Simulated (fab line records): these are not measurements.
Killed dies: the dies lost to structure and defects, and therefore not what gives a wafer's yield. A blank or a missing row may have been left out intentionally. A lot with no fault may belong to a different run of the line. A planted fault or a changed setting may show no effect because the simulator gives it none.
fab line records -- flow n5_finfet
[record] lots = 4, wafers = 11, last_day = 18
route steps=1938 shown BEOL_M12@1647 BEOL_M13@1659 PASSIVATION@1936
lots that met no fault: taken from a fault-free run of the same line
start_h: hours from the record's first day to the start of the lot's first wafer shown -- wait_h: how many hours have passed since the lot's step before this one -- " as in the row above -- L1.1+2: a single row standing in for several wafers -- - no value, or no start given -- * or withheld: withheld -- < > ~ a bound
route shown NAME@n: NAME is a module with steps in the file, n the number in the route of the first one -- usual: mean and standard deviation over wafers with no fault -- same: alike in all rows -- chamber/n: place in a boat -- sites: each site's reading -- _std_site: their standard deviation -- _edge_site: the outer-site mean with the inner-site mean subtracted -- radius_mm: for every site, how far away it sits from the centre of the wafer -- mask NAME#n: copy n -- behind: the last tool/chamber to shape the wafer -- hold: the reason the lot was held/the length of the hold in hours/how it ended -- device: the transistor (n, p or np) that didn't switch -- end of line: the same wafers' tests at the end of the route -- a step without rows: its recipe alone -- killed: at the first sort, the dies lost to defects and structure; wafer yield is something else -- map: a wafer's dies, marking killed ones x, the rest . and places with no die _
set.NAME: the setting that was run; set.NAME@STEP: the one run at that earlier step -- model.NAME: the simulator's own value behind a step, which no gauge read
lots at some steps of the route; a table a step, a row a wafer
services: the hour from which a tool's chamber was out of use, counted from the record's first day as start_h (under 0 if before that day), plus the number of hours and why
[[steps]]
[step N5_BEOL_M12_PRE_CLEAN_42]
[recipe] gas = H2/He, time_s = 30, temp_c = 250
[step N5_BEOL_M12_SPUTTER_43]
[recipe] material = TaN, target_thk_a = 150, temp_c = 50, bias_v = 168.6, power_w = 15000, chamber_pressure_pa = 0.12, time_s = 24.19
[step N5_BEOL_M12_SPUTTER_44]
[recipe] material = Ta, target_thk_a = 100, temp_c = 50, bias_v = 80, power_w = 15000, chamber_pressure_pa = 0.07, time_s = 16.13
[step N5_BEOL_M12_SPUTTER_45]
[recipe] material = Cu, target_thk_a = 800, temp_c = -20, bias_v = 60, power_w = 26000, chamber_pressure_pa = 0.13, time_s = 13.33
[step N5_BEOL_M12_ECD_47]
[recipe] material = Cu, target_thk_a = 7200
[step N5_BEOL_M12_ANNEAL_48]
[recipe] temp_c = 225, time_s = 90, ambient = N2
[step N5_BEOL_M12_CMP_49]
[recipe] stop_on = SiOC, t_overpolish_s = 20.6, down_force_psi = 1, platen_rpm = 50, clearing_platen_down_force_psi = 1.5, clearing_platen_rpm = 50, post_cmp_clean = cu_alkaline, target_thk_nm = 320, clearing_platen_pad_velocity_m_s = 0.99484, pad_velocity_m_s = 0.99484
[step N5_BEOL_M12_PRE_CLEAN_52]
[recipe] gas = NH3, time_s = 15, temp_c = withheld, rf_power_w = 300
[step N5_BEOL_M12_DEP_53]
[recipe] material = SiCN, target_thk_a = 300, temp_c = withheld, precursor = 3MS/NH3, pressure_torr = 3, rf_w = 675, time_s = 10.5
[step N5_BEOL_M13_ILD_DEP_00]
[recipe] material = SiOC, target_thk_a = 8379.2, temp_c = 350, precursor = DEMS/O2, pressure_torr = 5, rf_w = 500, time_s = 166.4
[usual] heater_power_w = 469/75, run_length_s = 211.2/0.52, showerhead_plenum_p_Torr = 5.693/0.012, throttle_valve_pct = 11.8/0.81
lot.wafer,tool,chamber,start_h,wait_h,heater_power_w,run_length_s,showerhead_plenum_p_Torr,throttle_valve_pct,model.SiOC_of_BEOL_M13_ILD_DEP_00.thk_nm
L333.1,pecvd-04,0,324.48,0.0,545,210.9,5.707,11.3,840.2
L333.2,pecvd-04,1,324.48,0.0,505,212.0,5.718,13.6,828.6
L333.4,pecvd-04,2,324.48,0.0,406,210.3,5.698,11.0,848.2
L342.1,pecvd-04,1,370.31,0.0,522,177.5,5.704,13.2,671.8
L342.2,pecvd-04,2,370.31,0.0,445,211.2,5.692,11.4,828.6
L342.6,pecvd-04,1,370.31,0.0,417,212.3,5.702,13.4,843.8
L340.1,pecvd-03,1,380.17,0.0,408,211.4,5.695,12.9,819.8
L340.3,pecvd-03,0,380.17,0.0,438,211.0,5.696,11.8,831.2
L340.6,pecvd-03,0,380.17,0.0,482,210.8,5.701,11.8,850.8
L345.1,pecvd-04,1,388.69,0.0,403,177.5,5.710,13.4,654.8
L345.3,pecvd-04,0,388.69,0.0,609,175.9,5.695,11.6,658.2
[step N5_BEOL_M13_THK_MEAS_01]
[recipe] reads = SiOC_of_BEOL_M13_ILD_DEP_00
[usual] M13_ILD_THK = 838/10
lot.wafer,tool,chamber,start_h,wait_h,M13_ILD_THK[nm]
L333.1,film_metro-02,-,324.63,0.1,840
L333.2,film_metro-02,-,324.63,0.1,828
L333.4,film_metro-02,-,324.63,0.1,848
L342.1,film_metro-01,-,370.47,0.1,672
L342.2,film_metro-01,-,370.47,0.1,829
L342.6,film_metro-01,-,370.47,0.1,844
L340.1,film_metro-01,-,380.32,0.1,820
L340.3,film_metro-01,-,380.32,0.1,831
L340.6,film_metro-01,-,380.32,0.1,851
L345.1,film_metro-02,-,388.84,0.1,655
L345.3,film_metro-02,-,388.84,0.1,659
[step N5_BEOL_M13_COAT_58]
[recipe] resist = BARC, temp_c = 205, time_s = 60, spin_rpm = 1500, resist_thk_nm = 89
[step N5_BEOL_M13_COAT_04]
[recipe] spin_rpm = 1625, resist_thk_nm = 400
[step N5_BEOL_M13_EBR_06]
[recipe] solvent = PGMEA, ebr_width_mm = 1.5
[step N5_BEOL_M13_SOFTBAKE_05]
[recipe] temp_c = 130, time_s = 60
[step N5_BEOL_M13_EXPOSE_07]
[recipe] mask_id = V12, na = 0.93, source_shape = conventional, sigma_outer = 0.6, polarization = unpolarized, attpsm_phase_deg = 180, dose_mj = 24.8
[step N5_BEOL_M13_PEB_08]
[recipe] peb_temp_c = 130, peb_time_s = 90
[step N5_BEOL_M13_DEVELOP_09]
[recipe] develop_time_s = 45, rinse_liquid = diw, dry = air_spin, dev_temp_c = 21
[step N5_BEOL_M13_HARDBAKE_14]
[recipe] temp_c = 130, time_s = 120
[step N5_BEOL_M13_DESCUM_15]
[recipe] chemistry = O2, time_s = 7.9, source_power_w = 50, bias_power_w = 20, pressure_mtorr = 20, rf_frequency_hz = 2.712e+07, temp_c = 40, o2_flow_sccm = 225
[step N5_BEOL_M13_ETCH_59]
[recipe] chemistry = N2/H2, target = BARC, target_depth_a = 890, overetch_a = 267, time_s = 67.9, ion_energy_ev = 200, pressure_mtorr = 30, source_w = 840, bias_w = 150, n2_flow_sccm = 200, h2_flow_sccm = 200
[step N5_BEOL_M13_VIA_ETCH_16]
[recipe] chemistry = C4F8/O2/Ar, target = SiOC, pressure_mtorr = 30, source_w = 3000, bias_w = 700, Ar_flow_sccm = 400, C4F8_flow_sccm = 15, O2_flow_sccm = 8, he_inner_torr = 15, he_outer_torr = 30, target_depth_a = 9217, time_s = withheld, ion_energy_ev = 250, ends = cleared
[usual] bias_w = 699.9/2.1, chamber_pressure_mTorr = 30.003/0.029, drypump_motor_current_A = 5.7/0.39, oes_product_au = 0.73/0.069, rf_vpp_V = 666/3.7, showerhead_plenum_p_Torr = 3.42/0.12, throttle_valve_pct = 24.09/0.24
lot.wafer,tool,chamber,start_h,wait_h,bias_w,chamber_pressure_mTorr,drypump_motor_current_A,oes_product_au,rf_vpp_V,showerhead_plenum_p_Torr,throttle_valve_pct,model.etch.depth_nm,model.coat_of_BEOL_M13_COAT_04.thk_nm
L333.1,rie_diel-02,1,325.14,0.0,701.2,30.014,5.4,0.67,662,3.30,24.09,840.2,71.2
L333.2,rie_diel-02,0,325.14,0.0,700.0,30.029,5.8,0.84,663,3.39,24.39,828.6,73.2
L333.4,rie_diel-02,3,325.14,0.0,698.9,30.006,5.9,0.65,669,3.49,24.06,848.1,69.8
L342.1,rie_diel-02,3,371.17,0.0,697.8,29.966,5.9,0.63,669,3.48,24.07,671.7,119.6
L342.2,rie_diel-02,0,371.17,0.0,702.0,29.940,5.8,0.81,665,3.38,24.41,828.7,71.2
L342.6,rie_diel-02,1,371.17,0.0,700.1,29.981,5.4,0.65,661,3.29,24.11,843.9,68.8
L340.1,rie_diel-03,0,380.92,0.0,700.7,29.993,6.2,0.68,663,3.37,23.72,819.9,71.2
L340.3,rie_diel-03,2,380.92,0.0,699.5,30.003,6.3,0.72,669,3.53,23.92,831.2,73.8
L340.6,rie_diel-03,2,380.92,0.0,702.8,29.967,6.2,0.72,670,3.53,23.92,850.8,66.8
L345.1,rie_diel-03,2,389.39,0.0,699.9,30.002,6.3,0.72,670,3.53,23.91,654.8,124.4
L345.3,rie_diel-03,0,389.39,0.0,707.0,29.998,6.2,0.67,666,3.37,23.70,658.2,119.4
[step N5_BEOL_M13_STRIP_63]
[recipe] chemistry = N2/H2, power_w = 1000, temp_c = 250, h2_frac = 0.65, overash_fraction = 0.3, pressure_mtorr = 1000, n2_flow_sccm = 1750, h2_flow_sccm = 3250
[usual] chamber_pressure_mTorr = 1000.1/1, drypump_motor_current_A = 5.57/0.21, heater_power_w = 320/36, oes_product_au = 0.673/0.0044, strip_time_to_endpoint_s = 27.6/1.2
lot.wafer,tool,chamber,start_h,wait_h,chamber_pressure_mTorr,drypump_motor_current_A,heater_power_w,oes_product_au,rf_hours_counter_h,strip_time_to_endpoint_s
L333.1,plasma_asher-02,1,325.38,-,1000.3,5.83,312,0.673,82,28.0
L333.2,plasma_asher-02,0,325.38,-,1001.6,5.65,308,0.670,82,28.6
L333.4,plasma_asher-02,0,325.38,-,1000.8,5.65,316,0.676,-,27.6
L342.1,plasma_asher-01,1,371.74,-,999.7,5.55,379,0.692,156,41.6
L342.2,plasma_asher-01,0,371.74,-,1000.2,5.26,276,0.675,156,28.1
L342.6,plasma_asher-01,0,371.74,-,998.9,5.27,282,0.675,-,27.3
L340.1,plasma_asher-01,0,381.16,-,1001.2,5.32,277,0.674,160,28.0
L340.3,plasma_asher-01,0,381.16,-,999.4,5.29,281,0.673,-,28.8
L340.6,plasma_asher-01,1,381.16,-,1000.7,5.55,377,0.667,-,26.7
L345.1,plasma_asher-02,0,389.63,-,1001.0,5.68,317,0.690,91,42.8
L345.3,plasma_asher-02,0,389.63,-,1000.9,5.63,312,0.696,-,41.5
[step N5_BEOL_M13_STRIP_64]
[recipe] chemistry = N2/H2, power_w = 1000, temp_c = 250, h2_frac = 0.65, overash_fraction = 0.3, pressure_mtorr = withheld, n2_flow_sccm = 1750, h2_flow_sccm = 3250
[step N5_BEOL_M13_STRIP_71]
[recipe] chemistry = post_etch_residue_remover, time_s = 60, temp_c = 25, remover_ph = withheld, remover_water_wt_pct = withheld, remover_fluoride_wt_pct = withheld
[step N5_BEOL_M13_SRD_72]
[recipe] time_s = 30, temp_c = 23, rinse_liquid = diw, dry = n2_spin, spin_rpm = 1500, dry_time_s = 30
[step N5_BEOL_M13_COAT_65]
[recipe] resist = SOC, temp_c = 250, time_s = 60, spin_rpm = 1500, resist_thk_nm = 350
[step N5_BEOL_M13_COAT_66]
[recipe] resist = SiARC, temp_c = 220, time_s = 60, spin_rpm = 1500, resist_thk_nm = 110
[step N5_BEOL_M13_COAT_22]
[recipe] spin_rpm = 2888, resist_thk_nm = 300
[step N5_BEOL_M13_EBR_24]
[recipe] solvent = PGMEA, ebr_width_mm = 1.5
[step N5_BEOL_M13_SOFTBAKE_23]
[recipe] temp_c = 130, time_s = 60
[step N5_BEOL_M13_EXPOSE_25]
[recipe] mask_id = M13, na = 0.93, source_shape = conventional, sigma_outer = 0.4, polarization = unpolarized, target_cd_nm = 210, dose_mj = 22
[step N5_BEOL_M13_PEB_26]
[recipe] peb_temp_c = 130, peb_time_s = 90
[step N5_BEOL_M13_DEVELOP_27]
[recipe] develop_time_s = 45, rinse_liquid = diw, dry = air_spin, dev_temp_c = 21
[step N5_BEOL_M13_HARDBAKE_32]
[recipe] temp_c = 130, time_s = 120
[step N5_BEOL_M13_CMP_49]
[recipe] stop_on = SiOC, t_overpolish_s = 17.1, down_force_psi = 1, platen_rpm = 50, clearing_platen_down_force_psi = 1.5, clearing_platen_rpm = 50, post_cmp_clean = cu_alkaline, target_thk_nm = 420, clearing_platen_pad_velocity_m_s = 0.99484, pad_velocity_m_s = 0.99484
[usual] clearing_platen_rpm = 49.998/0.028, motor_current_A = 6.3/0.51
lot.wafer,tool,chamber,start_h,wait_h,clearing_platen_rpm,motor_current_A,model.SiOC_of_BEOL_M13_ILD_DEP_00.thk_nm
L333.4,cmp-04,0,328.05,0.1,50.008,6.4,788.4
L333.2,cmp-04,1,328.05,0.1,49.977,6.3,769.4
L333.1,cmp-04,2,328.05,0.1,49.956,5.7,775.4
L342.1,cmp-04,2,379.34,0.3,50.021,5.9,613.8
L342.2,cmp-04,0,379.34,0.3,49.991,6.3,771.2
L342.6,cmp-04,2,379.34,0.3,50.048,6.0,786.2
L340.1,cmp-01,0,388.45,0.3,50.037,6.2,761.4
L340.3,cmp-01,1,388.45,0.3,50.006,6.7,773
L340.6,cmp-01,1,388.45,0.3,50.031,6.5,789.8
L345.3,cmp-04,0,394.07,0.2,50.000,6.6,594.4
L345.1,cmp-04,1,394.07,0.2,50.043,5.9,595.2
[step N5_PASSIVATION_PROBE_49]
[usual] defect_limited_yield = 91.4/1.4, killed_at_M0_to_M3 = 34/9.1, killed_at_M4_up = 14/5.2, killed_at_contacts = 12/6.4, killed_at_front_end = 38/11, killed_at_other = 3.7/2.8, killed_dies = 102/17, killed_on_rim = 14/3.9, killed_open = 68/13, killed_short = 32/7.8, sort_bin_4_leakage = 0.05/0.3, sort_bin_5_function = 5.1/1, sort_bin_6_memory = 3.2/0.66, sort_bin_8_speed = 0.1/0.92, sort_n_pass = 1076/19, sort_yield_pct = 91.2/1.6
[same] gross_dies = 1180, killed_at_back_side = 0
lot.wafer,tool,chamber,start_h,wait_h,defect_limited_yield[%],killed_at_M0_to_M3,killed_at_M4_up,killed_at_contacts,killed_at_front_end,killed_at_other,killed_dies,killed_on_rim,killed_open,killed_short,sort_bin_4_leakage[%],sort_bin_5_function[%],sort_bin_6_memory[%],sort_bin_8_speed[%],sort_n_pass,sort_yield_pct[%]
L333.1,prober-01,-,359.12,0.0,91.9,38,16,17,20,4,95,16,61,32,0,4.1,3.7,0,1085,91.9
L333.2,prober-01,-,359.17,0.1,91.5,30,20,10,34,6,100,11,59,39,0,4.8,3.1,0,1080,91.5
L333.4,prober-01,-,359.27,0.2,94.3,24,11,4,27,1,67,8,47,20,0,3.2,2.2,0,1113,94.3
L340.3,prober-02,-,419.59,0.1,91.1,27,5,26,43,4,105,14,68,36,0,4.7,4.0,0.1,1074,91.0
// killed by level:class
L333.1 MOL_CONTACT_COAG:geometric_particle:open=13 BEOL_M4:geometric_particle:open=9 BEOL_M2:geometric_particle:open=8 BEOL_M0_SAQP:geometric_particle:short=7 BEOL_M3:geometric_particle:open=7 BEOL_M1:geometric_particle:open=5 STI_FIN_REVEAL:geometric_particle:open=4 MOL_CONTACT_COAG:geometric_particle:short=4
L333.2 BEOL_M4:geometric_particle:open=12 BEOL_M0_SAQP:geometric_particle:short=9 MOL_CONTACT_COAG:geometric_particle:open=9 STI_FIN_REVEAL:geometric_particle:open=8 BEOL_M0_SAQP:geometric_particle:open=8 BEOL_M0:geometric_particle:open=5 STARTING-WAFER:geometric_particle:short=5 BEOL_M4:geometric_particle:short=4
L333.4 STI_FIN_REVEAL:geometric_particle:open=12 BEOL_M4:geometric_particle:open=8 BEOL_M0_SAQP:geometric_particle:open=6 BEOL_M0_SAQP:geometric_particle:short=6 BEOL_M2:geometric_particle:open=5 DUMMY_GATE:geometric_particle:open=4 MOL_CONTACT_COAG:geometric_particle:open=3 STARTING-WAFER:geometric_particle:short=3
L340.3 MOL_CONTACT_COAG:geometric_particle:open=17 BEOL_M2:geometric_particle:open=11 STI_FIN_REVEAL:geometric_particle:open=9 MOL_CONTACT_COAG:geometric_particle:short=9 FIN_SAQP:geometric_particle:open=8 BEOL_M3:geometric_particle:open=6 FIN_SAQP:geometric_particle:short=5 FIN_CUT:geometric_particle:short=4
[[services]]
tool,chamber,start_h,hours,kind
cmp-04,-,309.70,0.3,repair
pecvd-04,0,310.70,5.5,scheduled_down
plasma_asher-01,-,318.36,1.5,repair
rie_diel-03,1,329.37,6.6,repair
rie_diel-03,1,340.94,8.2,repair
plasma_asher-01,-,347.50,3.3,repair
cmp-01,-,351.23,0.9,repair
rie_diel-03,0,353.27,4.3,repair
plasma_asher-02,-,368.23,15.7,repair
pecvd-04,0,377.57,5.4,repair
rie_diel-02,0,384.42,8.9,repair
cmp-01,-,385.15,1.7,repair
cmp-01,-,392.53,4.0,pm
[[key]]
[first_sign] step = N5_BEOL_M13_ILD_DEP_00, reading = run_length_s, direction = down, sigmas = 65, usual = *, struck = *
[effect] step = N5_BEOL_M13_THK_MEAS_01, reading = M13_ILD_THK, direction = down, sigmas = 17, usual = 838, struck = 662
[effect] step = N5_BEOL_M13_STRIP_63, reading = strip_time_to_endpoint_s, direction = up, sigmas = 12, usual = *, struck = *
[model_effect] step = N5_BEOL_M13_ILD_DEP_00, value = SiOC_of_BEOL_M13_ILD_DEP_00.thk_nm, without = 835, struck = 661.6
[model_effect] step = N5_BEOL_M13_VIA_ETCH_16, value = etch.depth_nm, without = 835.1, struck = 661.6
[model_effect] step = N5_BEOL_M13_CMP_49, value = SiOC_of_BEOL_M13_ILD_DEP_00.thk_nm, without = 774.7, struck = 601.1
met_at N5_BEOL_M13_ILD_DEP_00
struck_wafers L342.1,L345.1,L345.3
onset_between 324.48 370.31
[fault] kind = process_parameter_drift, tool = pecvd-04, chamber = -, onset_h = 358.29, steps = N5_BEOL_M13_ILD_DEP_00, channel = time_s, offset = *, shape = step, end_h = 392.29, scope = struck_wafers_only, acts_in = *, stated = *
